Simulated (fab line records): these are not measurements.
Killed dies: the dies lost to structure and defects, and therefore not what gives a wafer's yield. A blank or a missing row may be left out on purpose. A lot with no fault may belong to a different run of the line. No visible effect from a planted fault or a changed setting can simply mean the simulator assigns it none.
Matching of chambers -- flow n5Finfet -- rieDiel-05 running N5_BEOL_M10_ETCH_62: 4 sister chambers
The step etches SOC in N2/H2, target depth 110 nm, overetch 22 nm, time 165 s. 8 wafers are shown with their chamber, then 7 later ones without.

WAFERS WITH THEIR CHAMBER
wafer,chamber,oesProductAu (a.u.),showerheadPlenumPTorr (Torr)
L081.2,0,0.70,2.70
L084.3,3,0.59,2.49
L084.6,1,0.75,2.50
L085.1,0,0.70,2.69
L085.3,3,0.59,2.48
L085.5,2,0.58,2.61
L088.1,1,0.75,2.49
L088.4,2,0.57,2.60

WAFERS MISSING THEIR CHAMBER
wafer,oesProductAu (a.u.),showerheadPlenumPTorr (Torr)
L088.5,0.74,2.49
L091.2,0.57,2.60
L091.3,0.73,2.49
L091.6,0.73,2.49
L096.3,0.66,2.68
L096.5,0.71,2.48
L096.6,0.81,2.60

THE CHAMBER EACH PASSED THROUGH
wafer,from the rows above,in truth
L088.5,1,1
L091.2,2,2
L091.3,1,1
L091.6,1,1
L096.3,0,0
L096.5,1,1
L096.6,1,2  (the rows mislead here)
Placed correctly: 6 of 7. Can't be placed from these rows: 0. 1 placed wrongly.
How it was worked out, from the rows above alone: a wafer's distance from a chamber is the root of the sum, over the readings, of the square of ((its reading less the chamber's mean) divided by the reading's scatter). The wafer belongs to the nearest chamber; if the next one is less than 2 further off, it can't be placed. For every chamber, the mean is computed from those of its wafers that are shown. The scatter: take each reading less its chamber's mean, square it, sum over the shown wafers, divide by the number of wafers less the number of chambers, and take the root.
